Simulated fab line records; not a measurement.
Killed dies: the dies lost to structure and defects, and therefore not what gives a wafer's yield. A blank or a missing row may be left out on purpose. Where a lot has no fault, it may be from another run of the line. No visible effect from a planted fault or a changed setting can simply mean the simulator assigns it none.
Chamber matching | flow n5-finfet | N5_FIN_SAQP_STRIP_70 on rie-diel-01: 4 sister chambers
The step strips in N2/H2. 18 wafers are shown with their chamber, then 9 later ones without.

## WAFERS WITH THEIR CHAMBER
wafer  | chamber | showerhead-plenum-p-Torr (Torr) | throttle-valve-pct (%) | oes-product-au (a.u.)
L075.1 | 2       | 3.36                            | 18.95                  | 0.74
L075.5 | 2       | 3.36                            | 18.96                  | 0.74
L075.6 | 1       | 3.35                            | 18.64                  | 0.72
L079.2 | 3       | 3.26                            | 18.98                  | 0.81
L079.3 | 0       | 3.27                            | 18.82                  | 0.86
L079.4 | 2       | 3.35                            | 18.99                  | 0.74
L081.1 | 1       | 3.34                            | 18.64                  | 0.71
L081.4 | 2       | 3.35                            | 18.98                  | 0.75
L081.6 | 1       | 3.34                            | 18.65                  | 0.71
L087.3 | 3       | 3.26                            | 19.00                  | 0.80
L087.4 | 0       | 3.26                            | 18.87                  | 0.85
L087.6 | 1       | 3.34                            | 18.65                  | 0.70
L088.1 | 2       | 3.34                            | 18.99                  | 0.72
L088.2 | 1       | 3.34                            | 18.68                  | 0.70
L088.6 | 2       | 3.34                            | 19.01                  | 0.72
L089.1 | 2       | 3.34                            | 19.01                  | 0.73
L089.2 | 0       | 3.26                            | 18.88                  | 0.84
L089.4 | 1       | 3.34                            | 18.66                  | 0.70

SIGNATURES (averages over the wafers above)
reading                  | chamber 0 | chamber 1 | chamber 2 | chamber 3 | scatter within a chamber
showerhead-plenum-p-Torr | 3.2633    | 3.3417    | 3.3486    | 3.2600    | 0.00674
throttle-valve-pct       | 18.8567   | 18.6533   | 18.9843   | 18.9900   | 0.0217
oes-product-au           | 0.8500    | 0.7067    | 0.7343    | 0.8050    | 0.00984
Rule: for each reading, subtract the chamber's mean from the wafer's reading, divide by that reading's scatter and square the result; add these up over the readings and take the root, which gives the wafer's distance from the chamber. If the next closest chamber is less than 2 further off than the closest, the wafer can't be placed; otherwise it belongs to the closest. The scatter is the square root of a quotient: the sum, over the shown wafers, of each reading's squared deviation from its chamber's mean, divided by wafers minus chambers.

## WAFERS WITHOUT THEIR CHAMBER
wafer  | showerhead-plenum-p-Torr (Torr) | throttle-valve-pct (%) | oes-product-au (a.u.)
L090.1 | 3.33                            | 18.67                  | 0.70
L090.2 | 3.25                            | 19.01                  | 0.80
L090.3 | 3.26                            | 18.86                  | 0.84
L092.1 | 3.25                            | 19.02                  | 0.79
L092.2 | 3.26                            | 18.88                  | 0.84
L092.3 | 3.34                            | 19.02                  | 0.72
L096.1 | 3.33                            | 18.71                  | 0.69
L096.2 | 3.33                            | 19.03                  | 0.72
L096.5 | 3.25                            | 19.04                  | 0.78

## THE CHAMBER EACH PASSED THROUGH
wafer  | from the rows above | in truth
L090.1 | 1                   | 1
L090.2 | 3                   | 3
L090.3 | 0                   | 0
L092.1 | 3                   | 3
L092.2 | 0                   | 0
L092.3 | 2                   | 2
L096.1 | 1                   | 1
L096.2 | 2                   | 2
L096.5 | 3                   | 3
Placed correctly: 9 of 9. Left unplaced by these rows: 0. Number placed wrongly: 0.
